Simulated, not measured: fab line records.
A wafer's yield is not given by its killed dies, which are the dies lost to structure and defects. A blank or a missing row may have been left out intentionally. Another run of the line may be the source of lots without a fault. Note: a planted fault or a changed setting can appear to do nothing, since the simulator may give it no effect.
A struck lot beside a sound one / flow nandHarc / 15 steps out of a route of 1159
Sound: wafers L725.1, L725.2, L725.5. Wafers struck: L721.3, L721.5, L721.6. The cause comes at the end.
Order at every step that has rows: each side's tool, ch and its chambers, its first start. Under that, the readings that differ: sound wafers / struck wafers / difference of the means / sigmas: that difference in standard deviations of wafers without a fault.
alike: same words and numbers on both sides, and readings whose means sit less than 2 such deviations apart. not compared: any withheld reading, any reading some wafer has no value for, any bound like >300 that may hide the same value, and any number with overlapping values for which the record gives no deviation.
The two part at a step that has a row with sigmas, a row that says differs or no value, or rows on one side only. Numbers that don't overlap but have no deviation are shown without sigmas and don't part them. A reading that every wafer of one side lacks parts them only if that side has two wafers or more.

first, 4 steps without rows for these wafers: NHARC_A_CONTACT_EBR_38; NHARC_A_CONTACT_EXPOSE_39 (exposes mask A CC 3); NHARC_A_CONTACT_PEB_40 (peb time 65 s); NHARC_A_CONTACT_DEVELOP_41 (develop time 35 s).
NHARC_A_CONTACT_CD_MEAS_42: the cd target is 200 nm.
  sound on cdSem-01 ch 0, day 20 21:37; struck on cdSem-01 ch 0, day 20 06:09
  alike: cdNm
NHARC_A_CONTACT_OVL_MEAS_43:
  sound on overlay-02, day 20 21:42; struck on overlay-01, day 20 06:14
reading=overlayYNm (nm); sound=-0.9 -0.9 -1.2; struck=1.7 1.7 1.8; difference=+2.7; sigmas=+3
  alike: overlayXNm
NHARC_A_CONTACT_INSPECT_44:
  sound on defectInspect-02, day 20 21:44; struck on defectInspect-01, day 20 06:17
  alike: rawDefectCount
then, 1 step without rows for these wafers: NHARC_A_CONTACT_DESCUM_47 (chemistry O2, time 3 s).
NHARC_A_CONTACT_ETCH_48: etches the open film in CF4, target depth 39 nm, time 65 s.
  sound on rieDiel-04 ch 0,1,3, day 20 21:53; struck on rieDiel-13 ch 0,1,3, day 20 06:26
  alike: biasW, cf4FlowSccm, drypumpMotorCurrentA, oesProductAu, rfVppV, showerheadPlenumPTorr, throttleValvePct
  not compared: rfHoursCounterH
NHARC_A_CONTACT_ETCH_49: etches the open film in N2/H2, target depth 260 nm, time 475.3 s.
  sound on rieDiel-04 ch 2,3; struck on rieDiel-13 ch 1,2,3
  alike: biasW, chamberPressureMTorr, drypumpMotorCurrentA, oesProductAu, rfVppV, showerheadPlenumPTorr, throttleValvePct
  not compared: rfHoursCounterH
NHARC_A_CONTACT_ETCH_50: etches the open film in CF4/CHF3, target depth 84.7 nm, time 42.4 s.
  sound on rieDiel-04 ch 0,1,3; struck on rieDiel-13 ch 0,1,3
  alike: biasW, cf4FlowSccm, drypumpMotorCurrentA, oesProductAu, rfVppV, showerheadPlenumPTorr, throttleValvePct
  not compared: rfHoursCounterH
NHARC_A_CONTACT_ETCH_51: etches the open film in O2/COS, target depth 3600 nm, time 936 s.
  sound on rieDiel-04 ch 2,3; struck on rieDiel-13 ch 2,3
reading=showerheadPlenumPTorr (Torr); sound=2.96 3.07 3.07; struck=3.37 3.37 3.34; difference=+0.33; sigmas=+2
  alike: biasW, chamberPressureMTorr, drypumpMotorCurrentA, oesProductAu, rfVppV, throttleValvePct
  not compared: rfHoursCounterH
NHARC_A_CONTACT_ETCH_111: etches the open film in C4F8/O2/Ar, time 140 s, target depth 700 nm.
  sound on harCapEtch-03 ch 0,1, day 20 23:04; struck on harCapEtch-03 ch 0,1, day 20 07:48
  no value came back on the struck wafers for chamberPressureMTorr (mTorr), oesAirLineAu (a.u.); on the sound wafers chamberPressureMTorr (mTorr) reads 19.994 19.999 20.005
  not compared: rfHoursCounterH
NHARC_A_CONTACT_ETCH_112: etches the open film in C4F8/O2/Ar, time 94 s, target depth 922 nm.
  sound on harCapEtch-03 ch 0,1, day 20 23:16; struck on harCapEtch-03 ch 0,1, day 20 08:00
  alike: chamberPressureMTorr, oesAirLineAu
  not compared: rfHoursCounterH
-- the record jumps here: 5 days lie between the struck wafers' starts before and after (it left off in module A_CONTACT and takes up again in module END, whose first step shown is number 1159 of the route) --
NHARC_END_SORT_01:
  the record has rows for the struck wafers here (prober-02 ch 0, day 25 01:25) and none for the sound ones

## WHERE THEY PART
Earliest at NHARC_A_CONTACT_OVL_MEAS_43; latest, in this record, at NHARC_END_SORT_01.

WHY: what the simulator had put in
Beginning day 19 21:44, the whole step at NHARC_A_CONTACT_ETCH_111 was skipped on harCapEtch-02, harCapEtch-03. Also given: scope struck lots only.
